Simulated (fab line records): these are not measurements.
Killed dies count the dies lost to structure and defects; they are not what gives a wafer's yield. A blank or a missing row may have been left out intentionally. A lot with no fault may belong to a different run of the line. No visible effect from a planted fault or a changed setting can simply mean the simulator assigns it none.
Chamber matching + flow n5-finfet + 4 sister chambers for N5_SDB_HM_OPEN_20 on rie-diel-05
The step chemistry CH3F/O2, target SiNx, stops on poly-Si, target depth 24 nm. 4 wafers are shown with their chamber, then 10 later ones without.

## WAFERS PAIRED WITH THEIR CHAMBERS
| wafer  | chamber | drypump-motor-current-A (A) |
|--------|---------|-----------------------------|
| L088.3 | 2       | 5.3                         |
| L091.4 | 1       | 5.3                         |
| L092.2 | 0       | 4.8                         |
| L092.5 | 3       | 6.3                         |

## WAFERS WITH NO CHAMBER GIVEN
| wafer  | drypump-motor-current-A (A) |
|--------|-----------------------------|
| L092.6 | 5.3                         |
| L093.2 | 4.8                         |
| L093.4 | 5.3                         |
| L093.5 | 6.3                         |
| L094.1 | 4.8                         |
| L094.4 | 5.3                         |
| L094.6 | 6.3                         |
| L095.1 | 4.8                         |
| L095.3 | 5.4                         |
| L095.4 | 6.4                         |

## CHAMBER TAKEN BY EACH
| wafer  | from the rows above     | in truth |
|--------|-------------------------|----------|
| L092.6 | can't be placed: 1 or 2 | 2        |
| L093.2 | 0                       | 0        |
| L093.4 | can't be placed: 1 or 2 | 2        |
| L093.5 | 3                       | 3        |
| L094.1 | 0                       | 0        |
| L094.4 | can't be placed: 1 or 2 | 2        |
| L094.6 | 3                       | 3        |
| L095.1 | 0                       | 0        |
| L095.3 | can't be placed: 1 or 2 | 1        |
| L095.4 | 3                       | 3        |
Correct placement for 6 of the 10. Can't be placed from these rows: 4 (the true chamber is among the candidates in 4). Wrongly placed: 0.
How it was worked out, from the rows above alone: a wafer's distance from a chamber is the root of the sum, over the readings, of the square of ((its reading less the chamber's mean) divided by the reading's scatter). If the next closest chamber is less than 2 further off than the closest, the wafer can't be placed; otherwise it belongs to the closest. Each chamber's mean is taken over the wafers shown for it. The scatter (one wafer shown for each chamber): square how far every hidden wafer sits from the nearest shown wafer, average those squares and take the square root.
